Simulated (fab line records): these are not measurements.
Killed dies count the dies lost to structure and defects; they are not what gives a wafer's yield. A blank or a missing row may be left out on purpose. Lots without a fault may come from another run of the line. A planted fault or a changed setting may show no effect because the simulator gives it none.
Matching of chambers ; flow n5_finfet ; 4 sister chambers for N5_MOL_CONTACT_COAG_ETCH_90 on rie_diel-03
The step etches SiARC in CF4, target depth 13 nm, time 21.7 s. 14 wafers are shown with their chamber, then 7 later ones without.

== WAFERS, EACH WITH ITS CHAMBER ==
wafer;chamber;oes_product_au (a.u.);throttle_valve_pct (%);etch_rf_on_time_s (s)
L074.1;1;0.60;16.02;21.5
L074.3;2;0.58;15.73;21.9
L074.6;1;0.60;16.00;21.4
L076.1;3;0.63;15.67;22.8
L076.4;1;0.60;16.02;21.5
L076.6;0;0.74;15.55;21.5
L077.2;3;0.63;15.69;22.6
L077.5;0;0.73;15.57;21.3
L077.6;1;0.60;16.03;21.1
L079.3;3;0.63;15.70;22.5
L079.5;1;0.60;16.03;21.1
L079.6;3;0.63;15.69;22.3
L080.2;1;0.60;16.04;21.2
L080.3;3;0.63;15.69;22.7

SIGNATURES (means of the wafers above)
reading;chamber 0;chamber 1;chamber 2;chamber 3;scatter within a chamber
oes_product_au;0.7350;0.6000;0.5800;0.6300;0.00224
throttle_valve_pct;15.5600;16.0233;15.7300;15.6880;0.0127
etch_rf_on_time_s;21.400;21.300;21.900;22.580;0.187
Rule: a wafer lies at a distance from a chamber equal to the root of the sum of squares, over the readings, of (its reading less the chamber's mean, divided by the reading's scatter). The wafer belongs to the nearest chamber; if the next one is less than 2 further off, it can't be placed. The scatter is the square root of a quotient: the sum, over the shown wafers, of each reading's squared deviation from its chamber's mean, divided by wafers minus chambers.

== WAFERS WHOSE CHAMBER IS MISSING ==
wafer;oes_product_au (a.u.);throttle_valve_pct (%);etch_rf_on_time_s (s)
L080.4;0.83;15.23;21.7
L085.1;0.71;15.61;21.9
L085.3;0.80;15.26;21.8
L085.4;0.59;16.06;21.7
L096.1;0.69;15.64;21.5
L096.4;0.61;15.77;22.7
L096.5;0.69;15.66;21.5

== EACH ONE'S CHAMBER ==
wafer;from the rows above;in truth
L080.4;0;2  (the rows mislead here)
L085.1;0;0
L085.3;0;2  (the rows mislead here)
L085.4;1;1
L096.1;0;0
L096.4;3;3
L096.5;0;0
Placed correctly: 5 of 7. Number that these rows cannot place: 0. Placed wrongly: 2.
